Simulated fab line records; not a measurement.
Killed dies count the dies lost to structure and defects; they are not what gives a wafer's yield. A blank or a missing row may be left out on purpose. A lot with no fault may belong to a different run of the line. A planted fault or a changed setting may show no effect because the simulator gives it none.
A struck lot beside a sound one / flow n5Finfet / 14 out of 1938 route steps
Sound: the wafers L109.2, L109.3, L109.5. Struck: wafers L115.3, L115.6. (L115.1 of the same lot was not struck and is left out.) The cause comes at the end.
For every step that has rows: the tool of each side, followed by ch and its chambers, followed by its first start. Under that, the readings that differ: sound wafers / struck wafers / difference of the means / sigmas: that difference in standard deviations of wafers without a fault.
alike: a reading whose means differ by less than 2 such deviations, as well as words and numbers matching on both sides. not compared: withheld readings; readings where some wafer has no value; bounds like >300 that might hide an equal value; numbers whose values overlap and for which the record gives no deviation.
The two part at a step that has a row with sigmas, a row that says differs or no value, or rows on one side only. Numbers that don't overlap but have no deviation are shown without sigmas and don't part them. A reading that every wafer of one side lacks parts them only if that side has two wafers or more.

first, 1 step without rows for these wafers: N5_MOL_CONTACT_COAG_SPUTTER_143 (material Co, target thk 2.5 nm).
N5_MOL_CONTACT_COAG_CO_FILL_22: material Co, precursor CCTBA/H2, target thk 20 nm.
  sound on cvdCo-02 ch 0,2, day 4 19:46; struck on cvdCo-02 ch 1, day 6 08:46
  alike: heaterPowerW
N5_MOL_CONTACT_COAG_ANNEAL_113: time 300 s.
  sound on rtpAnneal-01 ch 0, day 4 20:32; struck on rtpAnneal-01 ch 0, day 6 09:23
  alike: lampPowerPct, wafer_temp_C_max
N5_MOL_CONTACT_COAG_PRE_CLEAN_142: time 60 s.
  sound on pvdSputter-01, day 4 22:11; struck on pvdSputter-01, day 6 10:19
  alike: heaterPowerW
N5_MOL_CONTACT_COAG_SPUTTER_130: material Co, target thk 47.5 nm.
  sound on pvdSputter-01, day 4 22:14; struck on pvdSputter-01, day 6 10:23
  alike: throttleValvePct
then, 2 steps without rows for these wafers: N5_MOL_CONTACT_COAG_PRECLEAN_125 (cleans in DIW, time 57.5 s); N5_MOL_CONTACT_COAG_SRD_126 (dry time 32 s).
N5_MOL_CONTACT_COAG_CMP_23: polishes, stops on SiO2, t overpolish 1.5 s, target thk 0 nm.
  sound on cmp-04 ch 2,3, day 4 22:25; struck on cmp-02 ch 0,2, day 6 10:37
reading=motorCurrentA (A); sound=8.1 7.4 7.4; struck=10.0 8.9; difference=+1.8; sigmas=+2
  alike: overpolishRunS, slurryFilterDpKPa, timeToEndpointS
then, 2 steps without rows for these wafers: N5_MOL_CONTACT_COAG_WET_ETCH_26 (target Co, target depth 13 nm); N5_MOL_CONTACT_COAG_WET_ETCH_116 (etches the open film in SC1-inhibited, target depth 4.6 nm, rinse time 30 s).
N5_MOL_CONTACT_COAG_ALD_27: deposits SiOC, target thk 17 nm, pulse time 1.5 s, time 2720 s.
  sound on aldSin-01 ch 0,1,2, day 4 23:17; struck on aldSin-01 ch 0, day 6 11:23
reading=runLengthS (s); sound=2769.9 2770.2 2770.8; struck=2386.1 2386.1; difference=-384.2; sigmas=-99 or more
reading=timeS (s); sound=2720 2720 2720; struck=2335.4 2335.4; difference=-384.6; sigmas=
reading=model.SiOC_of_MOL_CONTACT_COAG_ALD_27.thkNm (nm); sound=17 17 17; struck=14.6 14.6; difference=-2.4; sigmas=
  alike: heaterPowerW, precursorPulseHeightRel
then, 1 step without rows for these wafers: N5_MOL_CONTACT_COAG_CMP_28 (polishes, stops on SiNx, t overpolish 0.85 s, target thk 14.522 nm).
-- a jump in the record: the struck wafers' starts before and after are 3 days apart (it breaks off in module MOL_CONTACT_COAG and resumes in module BEOL_M4, where the first step shown is number 1111 of the route) --
N5_BEOL_M4_RC_MEAS_101:
  sound on prober-02 ch 0, day 7 12:20; struck on prober-01 ch 0, day 9 05:55
  alike: DIBL_N, DIBL_P, IOFF_N, IOFF_P, ION_N, ION_P, SS_N, SS_P, VT_N, VT_P
then, 1 step without rows for these wafers: N5_PASSIVATION_PROBE_49.

WHERE THEY PART
At N5_MOL_CONTACT_COAG_CMP_23 first; at N5_MOL_CONTACT_COAG_ALD_27 last (within this record only). Later steps at which nothing parts them and some readings are alike: N5_BEOL_M4_RC_MEAS_101.

WHY: whatever the simulator had introduced
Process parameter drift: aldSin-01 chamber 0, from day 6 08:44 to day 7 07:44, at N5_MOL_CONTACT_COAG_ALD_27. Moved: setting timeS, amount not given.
